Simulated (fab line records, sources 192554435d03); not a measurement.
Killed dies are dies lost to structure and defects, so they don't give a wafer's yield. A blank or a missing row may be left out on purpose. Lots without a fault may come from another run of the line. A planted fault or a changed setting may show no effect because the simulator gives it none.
One fault seen from 2 desks | flow n5_finfet | each desk has only its own numbers; what lay behind them comes last

THE TOOL OWNER'S DESK: pvd_sputter-01
The tool's own readings at N5_BEOL_M7_HM_DEP_02 (deposits TiN, target thk 20 nm): means of the sampled wafers that have a number, for each lot that ran on this tool. A lot is out of limits, marked OUT, if its mean lies more than 4 standard deviations from the usual mean; the brackets give that distance.
Columns: A = throttle_valve_pct at N5_BEOL_M7_HM_DEP_02, usual 29.3 %
lot  | first seen here | A
L178 | day 10 08:49    | 29.1
L187 | day 14 01:02    | 29.5
This desk's finding: nothing out of limits on any of the 2 lots.

THE METROLOGY DESK
What the gauges read, lot by lot, whatever tool the lot ran on: means of the sampled wafers that have a number. A lot is out of limits, marked OUT, if its mean lies more than 4 standard deviations from the usual mean; the brackets give that distance. Of its 12 readings 7 are shown: those that lie furthest out on some lot.
Columns: A = DIBL_P at N5_BEOL_M4_RC_MEAS_101, usual 36.5 mV/V; B = IOFF_P at N5_BEOL_M4_RC_MEAS_101, usual 0.22 nA/um; C = ION_N at N5_BEOL_M4_RC_MEAS_101, usual 675 uA/um; D = ION_P at N5_BEOL_M4_RC_MEAS_101, usual 463 uA/um; E = SS_P at N5_BEOL_M4_RC_MEAS_101, usual 73.4 mV/dec; F = VT_N at N5_BEOL_M4_RC_MEAS_101, usual 249 mV; G = VT_P at N5_BEOL_M4_RC_MEAS_101, usual -250 mV
lot  | first seen here | A    | B    | C   | D   | E    | F   | G
L173 | day 8 08:25     | 36.3 | 0.19 | 664 | 454 | 73.3 | 251 | -255
L175 | day 9 03:04     | 37.5 | 0.25 | 678 | 466 | 73.4 | 246 | -247
L177 | day 9 05:13     | 32.7 | 0.15 | 654 | 450 | 72.2 | 255 | -256
L178 | day 9 11:34     | 38.7 | 0.27 | 691 | 475 | 74.4 | 246 | -247
L180 | day 10 15:36    | 38.8 | 0.25 | 667 | 461 | 73.9 | 249 | -248
L187 | day 12 23:21    | 37.5 | 0.28 | 677 | 470 | 74.1 | 247 | -245
L190 | day 13 04:44    | 35.1 | 0.17 | 672 | 457 | 73.2 | 253 | -255
L191 | day 14 01:32    | 39.1 | 0.21 | 679 | 462 | 74.1 | 250 | -254
L193 | day 14 18:22    | 34.5 | 0.16 | 678 | 460 | 73.2 | 252 | -253
This desk's finding: nothing out of limits on any of the 9 lots.

PUT TOGETHER
The tool owner's desk saw nothing out of limits.
The metrology desk saw nothing out of limits.

WHAT THE SIMULATOR HAD PUT IN
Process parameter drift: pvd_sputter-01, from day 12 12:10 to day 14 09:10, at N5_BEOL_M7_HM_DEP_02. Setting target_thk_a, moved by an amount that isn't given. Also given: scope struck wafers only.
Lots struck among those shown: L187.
